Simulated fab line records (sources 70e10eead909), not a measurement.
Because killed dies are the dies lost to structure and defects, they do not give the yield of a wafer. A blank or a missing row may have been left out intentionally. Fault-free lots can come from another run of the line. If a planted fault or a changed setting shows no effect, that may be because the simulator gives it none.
Matching of chambers ; flow nand harc ; 4 sister chambers for NHARC_P_ZERO_WELL_DESCUM_13 on rie diel-10
The step chemistry O2, time 3 s. 7 wafers are shown with their chamber, then 7 later ones without.

## WAFERS, EACH WITH ITS CHAMBER
wafer;chamber;showerhead plenum p Torr (Torr);drypump motor current A (A)
L080.5;2;1.86;5.1
L084.4;3;2.05;5.4
L088.3;0;1.88;5.3
L088.4;3;2.05;5.3
L088.5;1;1.82;5.8
L093.1;1;1.81;5.8
L093.2;0;1.88;5.4

## WAFERS WITHOUT THEIR CHAMBER
wafer;showerhead plenum p Torr (Torr);drypump motor current A (A)
L093.5;2.04;5.3
L095.1;1.81;5.8
L095.3;2.04;5.3
L095.5;2.04;5.4
L096.3;1.81;5.8
L096.5;2.04;5.3
L096.6;1.88;5.4

## CHAMBER TAKEN BY EACH
wafer;from the rows above;in truth
L093.5;3;3
L095.1;1;1
L095.3;3;3
L095.5;3;3
L096.3;1;1
L096.5;3;3
L096.6;0;0
7 of 7 placed correctly. From these rows, 0 cannot be placed. Number placed wrongly: 0.
How it was worked out, from the rows above alone: a wafer's distance from a chamber is the root of the sum, over the readings, of the square of ((its reading less the chamber's mean) divided by the reading's scatter). If the next closest chamber is less than 2 further off than the closest, the wafer can't be placed; otherwise it belongs to the closest. The mean given for a chamber averages the wafers shown for that chamber. The scatter: the root of (the sum of the squares of (reading less its chamber's mean) over the shown wafers, divided by (wafers less chambers)).
